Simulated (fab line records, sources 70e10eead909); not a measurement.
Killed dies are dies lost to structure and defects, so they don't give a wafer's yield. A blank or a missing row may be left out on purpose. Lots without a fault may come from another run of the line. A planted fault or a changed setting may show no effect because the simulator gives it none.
A struck lot beside a sound one | flow nand_harc | 13 steps out of a route of 1159
Sound: wafers L728.3, L728.5, L728.6. Struck: wafers L729.2, L729.3, L729.6. The cause comes at the end.
At each step with rows: each side's tool, then ch and its chambers, then its first start. Under that, the readings that differ: sound wafers | struck wafers | difference of the means | sigmas: that difference in standard deviations of wafers without a fault.
alike: readings whose means differ by less than 2 such deviations, and words and numbers that are the same on both sides. not compared: withheld readings, readings that some wafer has no value for, bounds like >300 that may hide the same value, and numbers for which the record gives no deviation and whose values overlap.
The two part at a step that has a row with sigmas, a row that says differs or no value, or rows on one side only. Numbers that don't overlap but have no deviation are shown without sigmas and don't part them. A reading that every wafer of one side lacks parts them only if that side has two wafers or more.

NHARC_P_M0_DEGAS_28: time 60 s.
  sound on pvd_sputter-03, day 7 17:13; struck on pvd_sputter-03, day 8 01:23
  alike: heater_power_w
NHARC_P_M0_PRE_CLEAN_29: time 30 s.
  sound on pvd_sputter-03; struck on pvd_sputter-03
  alike: heater_power_w
NHARC_P_M0_PVD_20: deposits TaN, target thk 5 nm, time 8.06 s.
  sound on pvd_sputter-03; struck on pvd_sputter-03
  alike: throttle_valve_pct
then, 2 steps without rows for these wafers: NHARC_P_M0_PVD_21 (deposits Cu, target thk 30 nm, time 20.49 s); NHARC_P_M0_ECD_22 (material Cu, target thk 400 nm).
NHARC_P_M0_ANNEAL_30: time 90 s.
  sound on rtp_anneal-02 ch 0, day 7 18:07; struck on rtp_anneal-01 ch 0, day 8 02:10
  alike: wafer_temp_C_max
then, 1 step without rows for these wafers: NHARC_P_M0_CMP_23 (polishes, t overpolish 20 s, target thk 117.53 nm).
NHARC_P_M0_THK_MEAS_24: measures by xrf.
  sound on film_metro-01, day 7 18:40; struck on film_metro-02, day 8 02:47
  alike: thk_nm
then, 1 step without rows for these wafers: NHARC_P_M0_SRD_25.
NHARC_P_M0_INSPECT_27:
  sound on defect_inspect-01, day 7 18:50; struck on defect_inspect-01, day 8 02:56
  alike: raw_defect_count
NHARC_P_M0_PRE_CLEAN_31: time 12 s.
  sound on pecvd-04 ch 0,2, day 7 18:55; struck on pecvd-03 ch 0,1, day 8 03:01
  alike: heater_power_w
NHARC_P_M0_DEP_32: deposits SiCN, target thk 30 nm.
  sound on pecvd-04 ch 0,2, day 7 19:04; struck on pecvd-03 ch 0,1, day 8 03:05
  no value came back on the struck wafers for chamber_pressure_Torr (Torr), heater_power_outer_w (W), heater_power_w (W); on the sound wafers chamber_pressure_Torr (Torr) reads 3.005 2.999 2.991
then, 1 step without rows for these wafers: NHARC_P_M1_DEP_00 (deposits SiOC, target thk 182.5 nm).

WHERE THEY PART
Only at NHARC_P_M0_DEP_32, within this record.

WHY: what the simulator had put in
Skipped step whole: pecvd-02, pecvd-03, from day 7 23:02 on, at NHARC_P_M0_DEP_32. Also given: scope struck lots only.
